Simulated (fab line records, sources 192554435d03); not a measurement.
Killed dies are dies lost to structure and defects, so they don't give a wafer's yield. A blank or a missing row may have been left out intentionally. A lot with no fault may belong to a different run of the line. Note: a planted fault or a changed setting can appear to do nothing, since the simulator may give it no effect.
Which of the tools did it? ; flow n5_finfet ; 14 lots, 41 wafers sampled, at 6 steps of a route of 1938

## WHAT THE GAUGES READ, wafer by wafer
N5_BEOL_M1_CD_MEAS_18: pitch 36 nm, target cd 18 nm. Usual: cd_nm reads 18.0 nm (standard deviation 0.38).
lot;measured;on;cd_nm (nm);flag
L870;day 6 02:50;cd_sem-01;17.8 18.4 18.4;
L871;day 6 10:11;cd_sem-01;18.0 17.3 17.7;
L872;day 6 23:29;cd_sem-03;18.3 18.4 18.2;
L874;day 7 03:12;cd_sem-01;18.4 17.9 18.1;
L875;day 7 08:38;cd_sem-03;17.6 17.7 17.6;
L876;day 7 21:28;cd_sem-02;17.8 17.9 17.8;
L883;day 9 15:01;cd_sem-01;- - -;OFF
L882;day 9 15:02;cd_sem-02;- - -;OFF
L887;day 10 06:03;cd_sem-01;18.6 18.8 18.2;
L884;day 10 06:05;cd_sem-03;17.4 17.6 17.4;
L888;day 10 18:33;cd_sem-03;18.4 17.8 18.0;
L890;day 11 12:53;cd_sem-02;18.0 18.1 17.7;
L892;day 11 19:34;cd_sem-03;18.3 18.6;
L893;day 12 04:06;cd_sem-02;17.8 18.5 17.8;

N5_BEOL_M1_CD_MEAS_28: target cd y 23.3 nm. Usual: cd_nm reads 24.00 nm (standard deviation 0.22).
lot;measured;on;cd_nm (nm);flag
L870;day 6 03:19;cd_sem-01;23.60 24.08 23.95;
L871;day 6 10:31;cd_sem-02;24.02 24.03 23.92;
L872;day 6 23:48;cd_sem-01;24.09 23.82 24.04;
L874;day 7 03:31;cd_sem-03;24.02 24.17 24.05;
L875;day 7 08:58;cd_sem-03;24.23 24.07 24.24;
L876;day 7 21:54;cd_sem-02;24.26 24.15 24.29;
L887;day 10 06:22;cd_sem-03;23.81 24.41 24.59;
L884;day 10 06:26;cd_sem-02;23.82 23.82 23.80;
L888;day 10 18:52;cd_sem-02;23.75 24.06 24.20;
L890;day 11 13:13;cd_sem-01;23.81 24.13 24.10;
L892;day 11 19:53;cd_sem-02;24.06 23.82;
L893;day 12 04:25;cd_sem-01;24.15 23.96 24.68;

N5_BEOL_M4_RC_MEAS_101. Usual: DIBL_N 35.7 mV/V, standard deviation 1.5; DIBL_P 35.7 mV/V, standard deviation 2; IOFF_N 0.155 nA/um, standard deviation 0.026; IOFF_P 0.20 nA/um, standard deviation 0.031; ION_N 675 uA/um, standard deviation 11; ION_P 462 uA/um, standard deviation 7.1; SS_N 71.3 mV/dec, standard deviation 0.57; SS_P 73.1 mV/dec, standard deviation 0.56; VT_N 250 mV, standard deviation 3; VT_P -251 mV, standard deviation 3.
lot;measured;on;DIBL_N (mV/V);DIBL_P (mV/V);IOFF_N (nA/um);IOFF_P (nA/um);ION_N (uA/um);ION_P (uA/um);SS_N (mV/dec);SS_P (mV/dec);VT_N (mV);VT_P (mV);flag
L870;day 8 07:52;prober-02;36.7 37.2 35.3;36.3 36.8 34.4;0.153 0.171 0.142;0.21 0.23 0.18;667 673 666;459 459 461;71.6 71.7 71.2;72.7 73.6 72.6;251 250 252;-252 -249 -251;
L871;day 8 17:17;prober-01;37.9 37.5 35.9;38.4 37.2 36.3;0.208 0.182 0.166;0.24 0.23 0.22;696 671 688;472 461 474;72.1 71.8 70.9;73.4 73.3 73.4;245 247 247;-247 -248 -249;
L872;day 9 02:08;prober-02;34.0 36.0 33.7;33.8 37.2 33.5;0.141 0.186 0.142;0.19 0.26 0.19;683 685 678;462 468 465;71.2 71.9 70.4;72.1 73.3 72.3;250 245 249;-250 -246 -250;
L874;day 9 07:03;prober-02;36.1 37.1 35.4;34.7 34.5 32.9;0.165 0.181 0.140;0.21 0.20 0.18;674 694 678;460 468 464;72.0 72.9 71.3;72.9 73.0 72.6;248 248 251;-251 -252 -252;
L875;day 9 06:25;prober-01;32.8 30.9 34.8;32.8 30.8 34.6;0.124 0.101 0.152;0.17 0.14 0.19;669 638 676;460 444 460;71.5 69.9 71.7;72.4 71.8 72.7;251 256 247;-251 -255 -252;
L876;day 10 00:43;prober-01;36.2 37.4 35.3;37.5 38.2 36.8;0.178 0.200 0.169;0.24 0.24 0.22;685 684 686;470 469 475;71.6 71.5 70.8;72.9 73.6 72.9;246 245 247;-247 -246 -250;
L887;day 12 03:52;prober-01;35.5 37.5 35.3;35.8 39.5 35.7;0.158 0.209 0.144;0.20 0.26 0.20;681 700 661;464 476 460;70.7 71.8 71.2;73.1 73.2 72.8;246 242 249;-251 -247 -250;
L884;day 12 03:38;prober-02;34.9 35.6 35.3;35.7 35.3 36.2;0.146 0.153 0.148;0.18 0.18 0.20;680 667 676;461 459 465;70.7 70.9 70.3;72.8 73.2 73.6;249 250 250;-250 -250 -252;
L888;day 13 05:15;prober-02;33.4 34.1 34.6;34.3 34.8 35.3;0.121 0.133 0.136;0.14 0.15 0.15;668 677 677;450 455 456;71.4 71.6 71.7;72.9 72.9 72.8;253 250 250;-256 -257 -258;
L890;day 13 17:22;prober-01;34.4 33.9 36.7;34.9 34.4 37.3;0.137 0.128 0.166;0.18 0.18 0.21;666 659 675;456 456 459;71.0 71.1 71.2;72.7 72.4 73.2;251 252 250;-253 -255 -253;
L892;day 14 00:10;prober-01;36.4 37.0;38.0 39.4;0.163 0.172;0.20 0.22;666 676;459 464;71.1 71.1;73.1 73.1;246 249;-252 -251;
L893;day 14 08:04;prober-02;36.7 37.4 35.5;38.3 38.4 37.9;0.173 0.189 0.159;0.21 0.22 0.21;680 674 683;466 461 462;72.6 71.5 72.3;73.2 73.3 72.8;247 246 249;-251 -251 -250;

## WHICH TOOL RAN EACH LOT (tool, then ch and the chambers of the sampled wafers, then the start)
lot;N5_BEOL_M1_HM_DEP_02;N5_BEOL_M1_ETCH_74;N5_BEOL_M1_HM_OPEN_17
L870;pvd_sputter-03, day 6 01:47;rie_diel-02 ch 0,1,3, day 6 02:27;rie_metal-02 ch 0,1, day 6 02:40
L871;pvd_sputter-01, day 6 09:01;rie_diel-05 ch 1,2,3, day 6 09:47;rie_metal-02 ch 0,1, day 6 10:00
L872;pvd_sputter-02, day 6 22:31;rie_diel-04 ch 0,2,3, day 6 23:04;rie_metal-02 ch 0,1, day 6 23:17
L874;pvd_sputter-02, day 7 02:16;rie_diel-05 ch 0,2,3, day 7 02:49;rie_metal-02 ch 0,1, day 7 03:01
L875;pvd_sputter-02, day 7 07:42;rie_diel-05 ch 0,2,3, day 7 08:15;rie_metal-02 ch 0,1, day 7 08:28
L876;pvd_sputter-01, day 7 20:23;rie_diel-04 ch 1,2,3, day 7 21:04;rie_metal-01 ch 0, day 7 21:16
L883;pvd_sputter-02, day 9 13:20;rie_diel-02 ch 2,3, day 9 14:29;rie_metal-01 ch 0,1, day 9 14:42
L882;pvd_sputter-02, day 9 13:26;rie_diel-04 ch 0,2,3, day 9 14:32;rie_metal-02 ch 0,1, day 9 14:44
L887;pvd_sputter-03, day 10 04:36;rie_diel-02 ch 0,2,3, day 10 05:37;rie_metal-03 ch 0,1, day 10 05:52
L884;pvd_sputter-03, day 10 04:42;rie_diel-04 ch 0,2,3, day 10 05:41;rie_metal-02 ch 0,1, day 10 05:54
L888;pvd_sputter-02, day 10 17:29;rie_diel-05 ch 0,1, day 10 18:10;rie_metal-03 ch 0,1, day 10 18:24
L890;pvd_sputter-02, day 11 11:49;rie_diel-05 ch 0,3, day 11 12:22;rie_metal-01 ch 0,1, day 11 12:35
L892;pvd_sputter-01, day 11 18:29;rie_diel-04 ch 1,2, day 11 19:10;rie_metal-03 ch 0,1, day 11 19:26
L893;pvd_sputter-03, day 12 02:48;rie_diel-02 ch 0,1,2, day 12 03:28;rie_metal-02 ch 0,1, day 12 03:41
- N5_BEOL_M1_HM_DEP_02: deposits TiN, target thk 20 nm.
- N5_BEOL_M1_ETCH_74: etches underlayer in N2/H2, target depth 6.5 nm, time 5.2 s.
- N5_BEOL_M1_HM_OPEN_17: chemistry Cl2/BCl3, target TiN, target depth 20 nm, overetch 6 nm.

## AS READ BY THE TOOLS THEMSELVES (means over the sampled wafers that have a number; for cases with no such wafer, the mark the record gives instead)
N5_BEOL_M1_HM_DEP_02. Usual: throttle_valve_pct reads 30.4 % (standard deviation 1.2).
lot;tool;throttle_valve_pct (%);flag
L870;pvd_sputter-03;31.1;
L871;pvd_sputter-01;30.1;
L872;pvd_sputter-02;30.5;
L874;pvd_sputter-02;30.6;
L875;pvd_sputter-02;30.1;
L876;pvd_sputter-01;29.6;
L883;pvd_sputter-02;30.1;
L882;pvd_sputter-02;30.2;
L887;pvd_sputter-03;31.6;
L884;pvd_sputter-03;29.9;
L888;pvd_sputter-02;30.0;
L890;pvd_sputter-02;29.4;
L892;pvd_sputter-01;31.8;
L893;pvd_sputter-03;30.8;

N5_BEOL_M1_ETCH_74. Usual: drypump_motor_current_A 5.7 A, standard deviation 0.38; etch_rf_on_time_s 5.20 s, standard deviation 0.12; oes_product_au 0.71 a.u., standard deviation 0.074; rf_vpp_V 524.8 V, standard deviation 2.2; showerhead_plenum_p_Torr 2.58 Torr, standard deviation 0.076; throttle_valve_pct 17.80 %, standard deviation 0.27.
lot;tool;drypump_motor_current_A (A);etch_rf_on_time_s (s);oes_product_au (a.u.);rf_vpp_V (V);showerhead_plenum_p_Torr (Torr);throttle_valve_pct (%);flag
L870;rie_diel-02;5.2;5.38;0.60;524.2;2.57;18.03;
L871;rie_diel-05;5.6;5.21;0.74;523.4;2.54;17.59;
L872;rie_diel-04;6.0;5.18;0.73;525.9;2.59;17.87;
L874;rie_diel-05;5.8;5.24;0.73;526.3;2.58;17.75;
L875;rie_diel-05;5.8;5.24;0.73;525.3;2.58;17.76;
L876;rie_diel-04;5.8;5.11;0.78;524.7;2.57;17.90;
L883;rie_diel-02;5.5;5.34;0.62;524.0;2.57;17.78;
L882;rie_diel-04;6.0;5.14;0.70;525.4;2.58;17.90;
L887;rie_diel-02;5.4;5.28;0.67;525.8;2.64;17.81;
L884;rie_diel-04;6.0;5.15;0.70;525.6;2.58;17.93;
L888;rie_diel-05;5.8;5.19;0.62;524.2;2.56;17.89;
L890;rie_diel-05;5.8;5.16;0.70;522.0;2.53;17.71;
L892;rie_diel-04;5.9;5.14;0.74;525.0;2.54;17.91;
L893;rie_diel-02;5.3;5.31;0.72;526.4;2.61;17.59;

N5_BEOL_M1_HM_OPEN_17. Usual: bcl3_flow_sccm 21.75 sccm, standard deviation 0.065; bias_w 126.0 W, standard deviation 0.37; drypump_motor_current_A 5.9 A, standard deviation 0.46; oes_product_au 0.66 a.u., standard deviation 0.057; throttle_valve_pct 22.19 %, standard deviation 0.21.
lot;tool;bcl3_flow_sccm (sccm);bias_w (W);drypump_motor_current_A (A);oes_product_au (a.u.);throttle_valve_pct (%);flag
L870;rie_metal-02;21.77;125.9;5.5;0.65;22.25;
L871;rie_metal-02;21.79;125.7;5.4;0.63;22.19;
L872;rie_metal-02;21.74;126.2;5.5;0.63;22.28;
L874;rie_metal-02;21.76;125.9;5.5;0.64;22.27;
L875;rie_metal-02;21.68;126.2;5.5;0.65;22.27;
L876;rie_metal-01;21.75;126.1;5.7;0.74;21.88;
L883;rie_metal-01;-;-;-;-;-;OFF
L882;rie_metal-02;-;-;-;-;-;OFF
L887;rie_metal-03;21.77;126.4;6.4;0.70;22.14;
L884;rie_metal-02;21.76;126.2;5.5;0.61;22.19;
L888;rie_metal-03;21.71;126.4;6.2;0.68;22.11;
L890;rie_metal-01;21.73;126.3;5.8;0.65;22.20;
L892;rie_metal-03;21.76;126.2;6.3;0.70;22.12;
L893;rie_metal-02;21.79;125.7;5.5;0.63;22.28;

## THE ANSWER, worked out from the rows above alone
Rule: a lot is off if the mean of its wafers that have a number lies more than 3 standard deviations from the usual mean. Also off: a lot with no number at a reading for which 4 or more lots have one. Where the step has rows for the other lots, those lots are counted as sound. Order of review: gauges by route order, followed by the tools' own readings, for which a lot's mean as printed above is used. The first step at which some lot is off is used, and at that step the reading that is off furthest; a lot without a number counts as furthest.
Off, at N5_BEOL_M1_CD_MEAS_18 on cd_nm: L883, L882. Without a number there: L883, L882.
A tool fits if, at a process step before that reading, it ran every lot that is off, and no sound lot after the first of them. The gauges at N5_BEOL_M1_CD_MEAS_18 aren't tried: what is off there is off at N5_BEOL_M1_HM_OPEN_17 too, on other tools, and a gauge's error can't cause that. No candidate that was tried fits.

## WHAT THE SIMULATOR PUT IN
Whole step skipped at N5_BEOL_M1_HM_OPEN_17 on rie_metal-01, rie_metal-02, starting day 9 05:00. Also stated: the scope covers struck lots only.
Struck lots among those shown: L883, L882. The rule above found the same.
